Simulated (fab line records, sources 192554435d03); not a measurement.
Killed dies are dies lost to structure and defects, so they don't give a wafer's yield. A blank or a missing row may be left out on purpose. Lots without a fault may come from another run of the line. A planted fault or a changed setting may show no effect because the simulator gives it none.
A struck lot beside a sound one | flow n5_finfet | 38 steps out of a route of 1938
Sound: wafers L725.1, L725.2, L725.4. Struck: wafer L708.3. (L708.2, L708.5 of the same lot were not struck and are left out.) The cause comes at the end.
At each step with rows: each side's tool, then ch and its chambers, then its first start. Under that, the readings that differ: sound wafers | struck wafers | difference of the means | sigmas: that difference in standard deviations of wafers without a fault.
alike: readings whose means differ by less than 2 such deviations, and words and numbers that are the same on both sides. not compared: withheld readings, readings that some wafer has no value for, bounds like >300 that may hide the same value, and numbers for which the record gives no deviation and whose values overlap.
The two part at a step that has a row with sigmas, a row that says differs or no value, or rows on one side only. Numbers that don't overlap but have no deviation are shown without sigmas and don't part them. A reading that every wafer of one side lacks parts them only if that side has two wafers or more.

first, 9 steps without rows for these wafers: N5_BEOL_M4_ANNEAL_95 (time 240 s); N5_BEOL_M4_SPUTTER_96 (material Cu, target thk 4.5 nm, time 8.29 s); N5_BEOL_M4_ECD_50 (material Cu, target thk 300 nm); N5_BEOL_M4_ANNEAL_51 (time 90 s); N5_BEOL_M4_CMP_52 (polishes, stops on SiOC, t overpolish 6.8 s, target thk 40 nm); N5_BEOL_M4_PRE_CLEAN_60 (time 15 s); N5_BEOL_M4_CO_CAP_55 (material Co, precursor CCTBA/H2, target thk 2 nm, time 102.1 s); N5_BEOL_M4_PRE_CLEAN_56 (time 15 s); N5_BEOL_M4_DEP_57 (deposits SiCN from 3MS/NH3, target thk 8 nm, time 14 s).
N5_BEOL_M4_RC_MEAS_101:
  sound on prober-01 ch 0, day 13 20:20; struck on prober-02 ch 0, day 9 23:25
  alike: DIBL_N, DIBL_P, IOFF_N, IOFF_P, ION_N, ION_P, SS_N, SS_P, VT_N, VT_P
then, 24 steps without rows for these wafers: N5_BEOL_M5_ILD_DEP_00 (deposits SiCOH lowk from DEMS/porogen, target thk 140.64 nm, time 25.9 s); N5_BEOL_M5_CURE_79 (cures SiCOH lowk, time 240 s); N5_BEOL_M5_PECVD_70 (deposits SiO2 from TEOS/O2, target thk 16 nm, time 18 s); N5_BEOL_M5_HM_DEP_02 (deposits TiN, target thk 20 nm); N5_BEOL_M5_COAT_59 (time 60 s, resist thk 60 nm); N5_BEOL_M5_COAT_60 (time 60 s, resist thk 12 nm); N5_BEOL_M5_COAT_71 (time 60 s, resist thk 5 nm); N5_BEOL_M5_COAT_05 (resist thk 30 nm); N5_BEOL_M5_EBR_07; N5_BEOL_M5_SOFTBAKE_06 (time 60 s); N5_BEOL_M5_EXPOSE_08 (exposes mask M5, target cd 28 nm); N5_BEOL_M5_PEB_09 (peb time 60 s); N5_BEOL_M5_DEVELOP_10 (develop time 30 s); N5_BEOL_M5_DESCUM_16 (chemistry O2, time 7 s); N5_BEOL_M5_ETCH_72 (etches underlayer in N2/H2, target depth 6.5 nm, time 5.2 s); N5_BEOL_M5_ETCH_61 (etches SiARC in CF4, target depth 15.6 nm, time 26 s); N5_BEOL_M5_ETCH_62 (etches SOC in N2/H2, target depth 75 nm, overetch 15 nm, time 112.5 s); N5_BEOL_M5_STRIP_63 (strips in N2/H2); N5_BEOL_M5_STRIP_73 (strips in N2/H2); N5_BEOL_M5_STRIP_64 (strips in CF4); N5_BEOL_M5_HM_OPEN_17 (chemistry Cl2/BCl3, target TiN, target depth 20 nm, overetch 6 nm); N5_BEOL_M5_STRIP_19 (strips in O2); N5_BEOL_M5_COAT_65 (time 60 s, resist thk 60 nm); N5_BEOL_M5_COAT_66 (time 60 s, resist thk 12 nm).
N5_BEOL_M8_CMP_52: polishes, stops on SiCOH lowk, t overpolish 6.9 s, target thk 80 nm.
  sound on cmp-03 ch 0,1,3, day 15 10:48; struck on cmp-04 ch 0, day 11 14:08
  reading                      | sound             | struck | difference | sigmas
  barrier_field_endpoint_s (s) | 29.0 28.6 28.5    | 46.7   | +18.0      | +21
  overpolish_run_s (s)         | 6.907 6.905 6.887 | 0.045  | -6.855     | -99 or more
  time_to_endpoint_s (s)       | 66 60 61          | 82     | +20        | +5
  alike: clearing_platen_rpm, motor_current_A
N5_BEOL_M8_THK_MEAS_53: measures by xrf.
  sound on film_metro-02, day 15 11:05; struck on film_metro-02, day 11 14:23
  reading     | sound          | struck | difference | sigmas
  M8_THK (nm) | 78.5 79.1 77.5 | 184.4  | +106.0     | +44
N5_BEOL_M8_INSPECT_58: inspects for defects (darkfield).
  sound on defect_inspect-01, day 15 11:15; struck on defect_inspect-01, day 11 14:32
  reading          | sound    | struck | difference | sigmas
  raw_defect_count | 48 73 82 | 1106   | +1038      | +42
-- the record jumps here: 3 days lie between the struck wafers' starts before and after (it left off in module BEOL_M8 and takes up again in module PASSIVATION, whose first step shown is number 1936 of the route) --
N5_PASSIVATION_PROBE_49:
  sound on prober-01, day 18 02:49; struck on prober-02, day 14 14:35
  reading                  | sound          | struck | difference | sigmas
  defect_limited_yield (%) | 93.1 91.5 92.4 | 0      | -92        | -66
  killed_at_M4_up          | 11 17 10       | 1103   | +1090      | +99 or more
  killed_dies              | 82 100 90      | 1180   | +1089      | +68
  killed_on_rim            | 9 11 18        | 152    | +139       | +33
  sort_n_pass              | 1098 1080 1090 | 0      | -1089      | -47
  sort_yield_pct (%)       | 93.1 91.5 92.4 | 0      | -92        | -49
  alike: killed_at_M0_to_M3, killed_at_contacts, killed_at_front_end, killed_at_other, killed_open, killed_short, sort_bin_5_function, sort_bin_6_memory, sort_bin_8_speed

WHERE THEY PART
First at N5_BEOL_M8_CMP_52; last, within this record, at N5_PASSIVATION_PROBE_49.

WHY: what the simulator had put in
Process parameter drift: cmp-04, from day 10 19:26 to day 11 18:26, at N5_BEOL_M8_CMP_52. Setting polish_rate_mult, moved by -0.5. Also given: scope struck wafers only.
